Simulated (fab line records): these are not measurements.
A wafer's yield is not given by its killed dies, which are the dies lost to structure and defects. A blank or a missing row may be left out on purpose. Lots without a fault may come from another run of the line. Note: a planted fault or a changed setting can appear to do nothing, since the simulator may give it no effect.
Check of tool commonality :: flow n5-finfet :: 8 lots and 24 wafers in the sample

## REASON FOR OPENING
Flagged at N5_BEOL_M0_SAQP_INSPECT_16: reading raw-defect-count, on 2 of 8 lots. Fault-free wafers read 496, with a standard deviation of 120.
Rule: flag the lot when none of its wafers has a number, or when each of its wafers that has one lies beyond 4 standard deviations from that mean. All remaining lots are regarded as sound.

lot: L821
measured: day 5 11:05
on: defect-inspect-01
raw-defect-count, wafer by wafer: 519 392 465
flag: 

lot: L823
measured: day 6 02:39
on: defect-inspect-02
raw-defect-count, wafer by wafer: 572 633 673
flag: 

lot: L829
measured: day 7 16:13
on: defect-inspect-01
raw-defect-count, wafer by wafer: 545 962 729
flag: 

lot: L838
measured: day 9 19:05
on: defect-inspect-01
raw-defect-count, wafer by wafer: 1041 1061 1161
flag: FLAGGED

lot: L840
measured: day 10 08:00
on: defect-inspect-02
raw-defect-count, wafer by wafer: 1027 1000 1147
flag: FLAGGED

lot: L841
measured: day 10 11:08
on: defect-inspect-02
raw-defect-count, wafer by wafer: 492 569 550
flag: 

lot: L842
measured: day 10 17:48
on: defect-inspect-01
raw-defect-count, wafer by wafer: 482 494 429
flag: 

lot: L843
measured: day 11 00:16
on: defect-inspect-01
raw-defect-count, wafer by wafer: 384 387 549
flag: 
Average over the flagged lots: 1073; offset from the usual +577, equal to +5 standard deviations.

## WHICH TOOL EACH LOT WENT THROUGH
The record holds 3 process steps before the reading, out of a route of 1938 steps. Each cell gives the tool, then ch followed by the chambers the sampled wafers passed through, then the start.
lot: L821
flag: 
N5_MOL_CONTACT_COAG_CMP_52: cmp-03 ch 1,2,3, day 5 05:37
N5_BEOL_M0_SAQP_HM_DEP_02: pvd-sputter-03, day 5 10:20
N5_BEOL_M0_SAQP_PECVD_96: pecvd-03 ch 0,1,2, day 5 10:29

lot: L823
flag: 
N5_MOL_CONTACT_COAG_CMP_52: cmp-04 ch 1,2,3, day 5 21:07
N5_BEOL_M0_SAQP_HM_DEP_02: pvd-sputter-03, day 6 01:55
N5_BEOL_M0_SAQP_PECVD_96: pecvd-03 ch 0,1, day 6 02:04

lot: L829
flag: 
N5_MOL_CONTACT_COAG_CMP_52: cmp-03 ch 0,2,3, day 7 09:41
N5_BEOL_M0_SAQP_HM_DEP_02: pvd-sputter-02, day 7 15:21
N5_BEOL_M0_SAQP_PECVD_96: pecvd-02 ch 1,2, day 7 15:30

lot: L838
flag: FLAGGED
N5_MOL_CONTACT_COAG_CMP_52: cmp-02 ch 0,1, day 9 11:00
N5_BEOL_M0_SAQP_HM_DEP_02: pvd-sputter-02, day 9 18:14
N5_BEOL_M0_SAQP_PECVD_96: pecvd-03 ch 0,1, day 9 18:25

lot: L840
flag: FLAGGED
N5_MOL_CONTACT_COAG_CMP_52: cmp-04 ch 0,1,2, day 10 01:22
N5_BEOL_M0_SAQP_HM_DEP_02: pvd-sputter-02, day 10 06:46
N5_BEOL_M0_SAQP_PECVD_96: pecvd-03 ch 1, day 10 07:02

lot: L841
flag: 
N5_MOL_CONTACT_COAG_CMP_52: cmp-03 ch 1,2,3, day 10 05:21
N5_BEOL_M0_SAQP_HM_DEP_02: pvd-sputter-01, day 10 10:16
N5_BEOL_M0_SAQP_PECVD_96: pecvd-01 ch 0,2, day 10 10:25

lot: L842
flag: 
N5_MOL_CONTACT_COAG_CMP_52: cmp-04 ch 0,1,2, day 10 12:22
N5_BEOL_M0_SAQP_HM_DEP_02: pvd-sputter-03, day 10 16:56
N5_BEOL_M0_SAQP_PECVD_96: pecvd-02 ch 0,1, day 10 17:05

lot: L843
flag: 
N5_MOL_CONTACT_COAG_CMP_52: cmp-04 ch 2,3, day 10 17:54
N5_BEOL_M0_SAQP_HM_DEP_02: pvd-sputter-02, day 10 23:23
N5_BEOL_M0_SAQP_PECVD_96: pecvd-02 ch 0,1,2, day 10 23:34
What is done by these steps:
- N5_MOL_CONTACT_COAG_CMP_52: polishes, stops on SiO2, t overpolish 1.5 s, target thk 66.5 nm.
- N5_BEOL_M0_SAQP_HM_DEP_02: deposits TiN, target thk 12 nm.
- N5_BEOL_M0_SAQP_PECVD_96: deposits a-Si from SiH4/He, target thk 45 nm, time 45.2 s.
- N5_BEOL_M0_SAQP_INSPECT_16: inspects for defects (brightfield).

## FLAGGED OVER TOTAL, TOOL BY TOOL (the gauges that took the reading come last)
step: N5_MOL_CONTACT_COAG_CMP_52
tool: cmp-02
lots run: 1
flagged: 1
share of the flagged lots: some
sound lots run after its first flagged lot: 0

step: N5_MOL_CONTACT_COAG_CMP_52
tool: cmp-03
lots run: 3
flagged: 0
share of the flagged lots: none
sound lots run after its first flagged lot: -

step: N5_MOL_CONTACT_COAG_CMP_52
tool: cmp-04
lots run: 4
flagged: 1
share of the flagged lots: some
sound lots run after its first flagged lot: 2 (L842,L843)

step: N5_BEOL_M0_SAQP_HM_DEP_02
tool: pvd-sputter-01
lots run: 1
flagged: 0
share of the flagged lots: none
sound lots run after its first flagged lot: -

step: N5_BEOL_M0_SAQP_HM_DEP_02
tool: pvd-sputter-02
lots run: 4
flagged: 2
share of the flagged lots: all
sound lots run after its first flagged lot: 1 (L843)

step: N5_BEOL_M0_SAQP_HM_DEP_02
tool: pvd-sputter-03
lots run: 3
flagged: 0
share of the flagged lots: none
sound lots run after its first flagged lot: -

step: N5_BEOL_M0_SAQP_PECVD_96
tool: pecvd-01
lots run: 1
flagged: 0
share of the flagged lots: none
sound lots run after its first flagged lot: -

step: N5_BEOL_M0_SAQP_PECVD_96
tool: pecvd-02
lots run: 3
flagged: 0
share of the flagged lots: none
sound lots run after its first flagged lot: -

step: N5_BEOL_M0_SAQP_PECVD_96
tool: pecvd-03
lots run: 4
flagged: 2
share of the flagged lots: all
sound lots run after its first flagged lot: 0

step: N5_BEOL_M0_SAQP_INSPECT_16
tool: defect-inspect-01
lots run: 5
flagged: 1
share of the flagged lots: some
sound lots run after its first flagged lot: 2 (L842,L843)

step: N5_BEOL_M0_SAQP_INSPECT_16
tool: defect-inspect-02
lots run: 3
flagged: 1
share of the flagged lots: some
sound lots run after its first flagged lot: 1 (L841)

## WHAT THE TABLE ALLOWS
Table rows that saw every flagged lot: 2, namely pvd-sputter-02 at N5_BEOL_M0_SAQP_HM_DEP_02 and pecvd-03 at N5_BEOL_M0_SAQP_PECVD_96.
- pvd-sputter-02 at N5_BEOL_M0_SAQP_HM_DEP_02 ran 4 lots, 2 of them flagged. Sound lots followed the first flagged one (L843) on it, something a lasting fault affecting the whole tool could not allow.
- pecvd-03 at N5_BEOL_M0_SAQP_PECVD_96 ran 4 lots, 2 of them flagged. It ran its last sound lot, L823, at day 6 02:04 and its first flagged lot, L838, at day 9 18:25: a fault with its onset between the two fits.
pecvd-03 at N5_BEOL_M0_SAQP_PECVD_96 is the single tool remaining.

## WHAT HAD BEEN PUT IN BY THE SIMULATOR
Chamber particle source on pecvd-03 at N5_BEOL_M0_SAQP_PECVD_96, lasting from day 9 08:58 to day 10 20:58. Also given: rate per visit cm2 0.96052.
Shown lots that were struck: L838, L840. The rule given above showed the same thing.
